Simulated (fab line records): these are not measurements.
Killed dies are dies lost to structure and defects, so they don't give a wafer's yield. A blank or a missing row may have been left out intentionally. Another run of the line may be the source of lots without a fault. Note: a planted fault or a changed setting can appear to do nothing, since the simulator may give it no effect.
Split-lot trial / flow n5Finfet / 39 wafers read across 7 lots, on a route 1938 steps long

SPLIT DETAILS
At N5_SD_EPI_N_DESCUM_14 (chemistry O2, time 7.9 s), the setting timeS was moved away from the recipe's 7.9 s on 15 of the 39 wafers read, by -55.8% to +21.5%. This setting was run at the recipe's value on the other wafers.

Split to reading: the file shows no intervening step.

THE READING
CAR-ArF-block_of_SD_EPI_N_COAT_03.thkNm (the simulator's own value, which no gauge read), in nm, at N5_SD_EPI_N_ETCH_34 (etches SiARC in CF4, target depth 45.5 nm, time 75.8 s). The file gives no usual value for it. The 24 wafers here that ran the recipe average 110.9 nm, standard deviation 0.42 nm.

wafer=L074.1; tool, chamber at the split=rieDiel-06, 2,3; timeS as run, s=7.9; against the recipe=recipe; CAR-ArF-block_of_SD_EPI_N_COAT_03.thkNm, nm=111; against lot-mates on the recipe=-
wafer=L074.2; tool, chamber at the split=rieDiel-06, 1; timeS as run, s=7.9; against the recipe=recipe; CAR-ArF-block_of_SD_EPI_N_COAT_03.thkNm, nm=110.8; against lot-mates on the recipe=-
wafer=L074.3; tool, chamber at the split=rieDiel-06, 2,3; timeS as run, s=7.9; against the recipe=recipe; CAR-ArF-block_of_SD_EPI_N_COAT_03.thkNm, nm=110.8; against lot-mates on the recipe=-
wafer=L074.4; tool, chamber at the split=rieDiel-06, 0; timeS as run, s=5.018; against the recipe=-36.5%; CAR-ArF-block_of_SD_EPI_N_COAT_03.thkNm, nm=113; against lot-mates on the recipe=+2.1
wafer=L074.5; tool, chamber at the split=rieDiel-06, 1; timeS as run, s=5.018; against the recipe=-36.5%; CAR-ArF-block_of_SD_EPI_N_COAT_03.thkNm, nm=112.4; against lot-mates on the recipe=+1.5
wafer=L074.6; tool, chamber at the split=rieDiel-06, 2; timeS as run, s=5.018; against the recipe=-36.5%; CAR-ArF-block_of_SD_EPI_N_COAT_03.thkNm, nm=112.8; against lot-mates on the recipe=+1.9
wafer=L075.1; tool, chamber at the split=rieDiel-06, 3,1; timeS as run, s=7.9; against the recipe=recipe; CAR-ArF-block_of_SD_EPI_N_COAT_03.thkNm, nm=110.8; against lot-mates on the recipe=-
wafer=L075.5; tool, chamber at the split=rieDiel-06, 3,1; timeS as run, s=7.9; against the recipe=recipe; CAR-ArF-block_of_SD_EPI_N_COAT_03.thkNm, nm=110.8; against lot-mates on the recipe=-
wafer=L075.2; tool, chamber at the split=rieDiel-06, 2,0,0; timeS as run, s=6.661; against the recipe=-15.7%; CAR-ArF-block_of_SD_EPI_N_COAT_03.thkNm, nm=111.2; against lot-mates on the recipe=+0.5
wafer=L075.3; tool, chamber at the split=rieDiel-06, 2,0,0; timeS as run, s=6.661; against the recipe=-15.7%; CAR-ArF-block_of_SD_EPI_N_COAT_03.thkNm, nm=111.2; against lot-mates on the recipe=+0.5
wafer=L075.6; tool, chamber at the split=rieDiel-06, 2,0,0; timeS as run, s=6.661; against the recipe=-15.7%; CAR-ArF-block_of_SD_EPI_N_COAT_03.thkNm, nm=111.2; against lot-mates on the recipe=+0.5
wafer=L075.4; tool, chamber at the split=rieDiel-06, 1; timeS as run, s=7.9; against the recipe=recipe; CAR-ArF-block_of_SD_EPI_N_COAT_03.thkNm, nm=110.4; against lot-mates on the recipe=-
wafer=L077.1; tool, chamber at the split=rieDiel-06, 0; timeS as run, s=7.9; against the recipe=recipe; CAR-ArF-block_of_SD_EPI_N_COAT_03.thkNm, nm=110.6; against lot-mates on the recipe=-
wafer=L077.2; tool, chamber at the split=rieDiel-06, 1; timeS as run, s=9.596; against the recipe=+21.5%; CAR-ArF-block_of_SD_EPI_N_COAT_03.thkNm, nm=109.8; against lot-mates on the recipe=-1.3
wafer=L077.3; tool, chamber at the split=rieDiel-06, 3; timeS as run, s=9.596; against the recipe=+21.5%; CAR-ArF-block_of_SD_EPI_N_COAT_03.thkNm, nm=110.2; against lot-mates on the recipe=-0.9
wafer=L077.4; tool, chamber at the split=rieDiel-06, 2; timeS as run, s=7.9; against the recipe=recipe; CAR-ArF-block_of_SD_EPI_N_COAT_03.thkNm, nm=111.4; against lot-mates on the recipe=-
wafer=L077.5; tool, chamber at the split=rieDiel-06, 3; timeS as run, s=9.596; against the recipe=+21.5%; CAR-ArF-block_of_SD_EPI_N_COAT_03.thkNm, nm=110.6; against lot-mates on the recipe=-0.5
wafer=L077.6; tool, chamber at the split=rieDiel-06, 2; timeS as run, s=7.9; against the recipe=recipe; CAR-ArF-block_of_SD_EPI_N_COAT_03.thkNm, nm=111.2; against lot-mates on the recipe=-
wafer=L079.2; tool, chamber at the split=rieDiel-03, 0,1; timeS as run, s=7.9; against the recipe=recipe; CAR-ArF-block_of_SD_EPI_N_COAT_03.thkNm, nm=110.6; against lot-mates on the recipe=-
wafer=L079.4; tool, chamber at the split=rieDiel-03, 0,1; timeS as run, s=7.9; against the recipe=recipe; CAR-ArF-block_of_SD_EPI_N_COAT_03.thkNm, nm=110.8; against lot-mates on the recipe=-
wafer=L079.5; tool, chamber at the split=rieDiel-03, 3; timeS as run, s=7.9; against the recipe=recipe; CAR-ArF-block_of_SD_EPI_N_COAT_03.thkNm, nm=111; against lot-mates on the recipe=-
wafer=L081.1; tool, chamber at the split=rieDiel-06, 3; timeS as run, s=7.9; against the recipe=recipe; CAR-ArF-block_of_SD_EPI_N_COAT_03.thkNm, nm=111; against lot-mates on the recipe=-
wafer=L081.4; tool, chamber at the split=rieDiel-06, 2; timeS as run, s=7.9; against the recipe=recipe; CAR-ArF-block_of_SD_EPI_N_COAT_03.thkNm, nm=111; against lot-mates on the recipe=-
wafer=L081.2; tool, chamber at the split=rieDiel-06, 1; timeS as run, s=7.9; against the recipe=recipe; CAR-ArF-block_of_SD_EPI_N_COAT_03.thkNm, nm=110.8; against lot-mates on the recipe=-
wafer=L081.5; tool, chamber at the split=rieDiel-06, 2,1; timeS as run, s=7.9; against the recipe=recipe; CAR-ArF-block_of_SD_EPI_N_COAT_03.thkNm, nm=110.8; against lot-mates on the recipe=-
wafer=L081.3; tool, chamber at the split=rieDiel-06, 0; timeS as run, s=7.9; against the recipe=recipe; CAR-ArF-block_of_SD_EPI_N_COAT_03.thkNm, nm=110; against lot-mates on the recipe=-
wafer=L081.6; tool, chamber at the split=rieDiel-06, 2,1; timeS as run, s=7.9; against the recipe=recipe; CAR-ArF-block_of_SD_EPI_N_COAT_03.thkNm, nm=110.6; against lot-mates on the recipe=-
wafer=L087.1; tool, chamber at the split=rieDiel-02, 3; timeS as run, s=7.9; against the recipe=recipe; CAR-ArF-block_of_SD_EPI_N_COAT_03.thkNm, nm=110.6; against lot-mates on the recipe=-
wafer=L087.6; tool, chamber at the split=rieDiel-02, 1; timeS as run, s=7.9; against the recipe=recipe; CAR-ArF-block_of_SD_EPI_N_COAT_03.thkNm, nm=110.6; against lot-mates on the recipe=-
wafer=L087.2; tool, chamber at the split=rieDiel-02, 1; timeS as run, s=7.9; against the recipe=recipe; CAR-ArF-block_of_SD_EPI_N_COAT_03.thkNm, nm=111; against lot-mates on the recipe=-
wafer=L087.3; tool, chamber at the split=rieDiel-02, 2; timeS as run, s=3.491; against the recipe=-55.8%; CAR-ArF-block_of_SD_EPI_N_COAT_03.thkNm, nm=114.2; against lot-mates on the recipe=+3.5
wafer=L087.4; tool, chamber at the split=rieDiel-02, 2; timeS as run, s=3.491; against the recipe=-55.8%; CAR-ArF-block_of_SD_EPI_N_COAT_03.thkNm, nm=113.4; against lot-mates on the recipe=+2.7
wafer=L087.5; tool, chamber at the split=rieDiel-02, 3; timeS as run, s=3.491; against the recipe=-55.8%; CAR-ArF-block_of_SD_EPI_N_COAT_03.thkNm, nm=113.6; against lot-mates on the recipe=+2.9
wafer=L089.1; tool, chamber at the split=rieDiel-06, 3; timeS as run, s=7.9; against the recipe=recipe; CAR-ArF-block_of_SD_EPI_N_COAT_03.thkNm, nm=112; against lot-mates on the recipe=-
wafer=L089.2; tool, chamber at the split=rieDiel-06, 0,1; timeS as run, s=7.9; against the recipe=recipe; CAR-ArF-block_of_SD_EPI_N_COAT_03.thkNm, nm=111.6; against lot-mates on the recipe=-
wafer=L089.6; tool, chamber at the split=rieDiel-06, 0,1; timeS as run, s=7.9; against the recipe=recipe; CAR-ArF-block_of_SD_EPI_N_COAT_03.thkNm, nm=111.6; against lot-mates on the recipe=-
wafer=L089.3; tool, chamber at the split=rieDiel-06, 1,2; timeS as run, s=4.518; against the recipe=-42.8%; CAR-ArF-block_of_SD_EPI_N_COAT_03.thkNm, nm=114; against lot-mates on the recipe=+2.3
wafer=L089.4; tool, chamber at the split=rieDiel-06, 1,2; timeS as run, s=4.518; against the recipe=-42.8%; CAR-ArF-block_of_SD_EPI_N_COAT_03.thkNm, nm=114.2; against lot-mates on the recipe=+2.5
wafer=L089.5; tool, chamber at the split=rieDiel-06, 0; timeS as run, s=4.518; against the recipe=-42.8%; CAR-ArF-block_of_SD_EPI_N_COAT_03.thkNm, nm=114.4; against lot-mates on the recipe=+2.7
When a row names more than one chamber, that row covers several wafers, and the file does not tell which wafer ran in which chamber.

FIT RESULTS
A straight line over all 39 wafers: CAR-ArF-block_of_SD_EPI_N_COAT_03.thkNm changes by -0.0544 nm for each +1% of timeS; r = -0.92; the points scatter about the line by 0.51 nm.
The same after taking each lot's own level away (the mean of its wafers on the recipe; 39 wafers): -0.0524 nm for each +1%; r = -0.97; scatter 0.29 nm.
That fit puts the effect of the largest move of timeS on the reading at 2.9 nm.
Measured against the standard deviation above, the lots' own levels, which go from 110.67 to 111.73 nm, span 2.6 times it.
The two slopes are in agreement: the lot-to-lot level therefore moves the slope only a little.
Check: +2.85 nm against its lot-mates is what the line predicts for one of the wafers moved furthest among these (-55.8%) when that wafer is left out of the fit. It came out at +3.47 nm against them.

THE WHOLE CHAIN: every reading that the file lists as answering this split, in the file's order
step=N5_SD_EPI_N_DESCUM_14; what it does=chemistry O2, time 7.9 s; reading=CAR-ArF-block_of_SD_EPI_N_COAT_03.thkNm (the simulator's own value, which no gauge read); change (the file's fit)=-0.0544 nm for each +1% of the setting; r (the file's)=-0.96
step=N5_SD_EPI_N_ETCH_34; what it does=etches SiARC in CF4, target depth 45.5 nm, time 75.8 s; reading=CAR-ArF-block_of_SD_EPI_N_COAT_03.thkNm (the simulator's own value, which no gauge read); change (the file's fit)=-0.0527 nm for each +1% of the setting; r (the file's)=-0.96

FILE'S OWN FIT
CAR-ArF-block_of_SD_EPI_N_COAT_03.thkNm changes by -0.0527 nm for each +1% of timeS, r = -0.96.
